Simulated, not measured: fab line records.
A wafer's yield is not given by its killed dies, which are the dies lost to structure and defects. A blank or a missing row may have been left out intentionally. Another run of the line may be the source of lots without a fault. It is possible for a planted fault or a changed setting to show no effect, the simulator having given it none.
Lot-split experiment	flow n5-finfet	21 wafers read from 7 lots, route of 1938 steps

## SPLIT DETAILS
At N5_BEOL_M13_TRENCH_ETCH_34 (etches SiOC in C4F8/O2/Ar, target depth 413.47 nm, time 162.6 s), the setting time-s was moved away from the recipe's 162.6 s on 6 of the 21 wafers read, by -18.1% to +20.4%. This setting was run at the recipe's value on the other wafers.

## FROM THE SPLIT TO THE READING: what the file shows between them, 10 steps
- N5_BEOL_M13_STRIP_70: strips in C4F8/O2/Ar
- N5_BEOL_M13_OCD_MEAS_35
- N5_BEOL_M13_STRIP_37: strips in N2/H2
- N5_BEOL_M13_ETCH_38: etches SiCN in CF4/N2, target depth 67.5 nm, time 71.9 s
- N5_BEOL_M13_ECD_47: material Cu, target thk 936 nm
- N5_BEOL_M13_ANNEAL_48: time 90 s
- N5_BEOL_M13_CMP_49: polishes, stops on SiOC, t overpolish 17.1 s, target thk 420 nm
- N5_BEOL_M13_THK_MEAS_50: measures by xrf
- N5_BEOL_M13_PRE_CLEAN_52: time 15 s
- N5_BEOL_M13_DEP_53: deposits SiCN from 3MS/NH3, target thk 50 nm, time 17.8 s

## THE READING
M13_RS in ohm/sq, measured at N5_BEOL_M13_RS_MEAS_54 by four-point-probe. Fault-free wafers of this fab line usually give 0.0453 ohm/sq, standard deviation 0.00065 ohm/sq.

wafer	tool, chamber at the split	time-s as run, s	against the recipe	M13_RS, ohm/sq	against lot-mates on the recipe
L079.2	rie-diel-02, 3	162.6	recipe	0.0454	-
L079.3	rie-diel-02, 2	162.6	recipe	0.0449	-
L079.5	rie-diel-02, 1	195	+19.9%	0.0388	-0.0064
L078.1	rie-diel-03, 2	162.6	recipe	0.0454	-
L078.3	rie-diel-03, 3	162.6	recipe	0.0456	-
L078.6	rie-diel-03, 1	195.8	+20.4%	0.0375	-0.0080
L082.2	rie-diel-03, 3	133.1	-18.1%	0.0560	+0.0105
L082.3	rie-diel-03, 2	133.1	-18.1%	0.0557	+0.0102
L082.4	rie-diel-03, 1	162.6	recipe	0.0455	-
L091.1	rie-diel-03, 0	162.6	recipe	0.0451	-
L091.2	rie-diel-03, 2	162.6	recipe	0.0451	-
L091.6	rie-diel-03, 0	162.6	recipe	0.0458	-
L094.1	rie-diel-02, 2	162.6	recipe	0.0455	-
L094.4	rie-diel-02, 0	162.6	recipe	0.0461	-
L094.5	rie-diel-02, 3	162.6	recipe	0.0454	-
L097.2	rie-diel-03, 0	181.3	+11.5%	0.0405	-0.0054
L097.4	rie-diel-03, 1	181.3	+11.5%	0.0400	-0.0059
L097.5	rie-diel-03, 3	162.6	recipe	0.0459	-
L095.1	rie-diel-03, 3	162.6	recipe	0.0457	-
L095.2	rie-diel-03, 0	162.6	recipe	0.0446	-
L095.6	rie-diel-03, 2	162.6	recipe	0.0450	-

FIT RESULTS
A straight line over all 21 wafers: M13_RS changes by -0.000461 ohm/sq for each +1% of time-s; r = -0.98; the points scatter about the line by 0.00094 ohm/sq.
The same after taking each lot's own level away (the mean of its wafers on the recipe; 21 wafers): -0.000464 ohm/sq for each +1%; r = -0.98; scatter 0.00095 ohm/sq.
Per that fit: largest time-s move, reading shift of 0.0095 ohm/sq.
Across the lots, their own levels run from 0.04510 to 0.04590 ohm/sq, a range of 1.2 times the standard deviation given above.
Hence the lot-to-lot level has little effect on the slope; both slopes agree.
Check: for one of the wafers moved furthest among these (+20.4%), held out of the fit, the line's prediction against its lot-mates is -0.0095 ohm/sq. It came out at -0.008 ohm/sq against them.

## THE WHOLE CHAIN: every reading that the file lists as answering this split, in the file's order
step	what it does	reading	change (the file's fit)	r (the file's)
N5_BEOL_M13_TRENCH_ETCH_34	etches SiOC in C4F8/O2/Ar, target depth 413.47 nm, time 162.6 s	etch.depth-nm (the simulator's own value, which no gauge read)	+3.95 nm for each +1% of the setting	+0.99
N5_BEOL_M13_OCD_MEAS_35		trench-depth-nm	+3.96 nm for each +1% of the setting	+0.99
N5_BEOL_M13_CMP_49	polishes, stops on SiOC, t overpolish 17.1 s, target thk 420 nm	Cu_of_BEOL_M13_ECD_47.thk-nm (the simulator's own value, which no gauge read)	+3.98 nm for each +1% of the setting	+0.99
N5_BEOL_M13_THK_MEAS_50	measures by xrf	M13_THK	+4.09 for each +1% of the setting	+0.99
N5_BEOL_M13_RS_MEAS_54	measures by four-point-probe	M13_RS	-0.000425 for each +1% of the setting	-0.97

## FILE'S OWN FIT
M13_RS changes by -0.000425 ohm/sq for each +1% of time-s, r = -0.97.
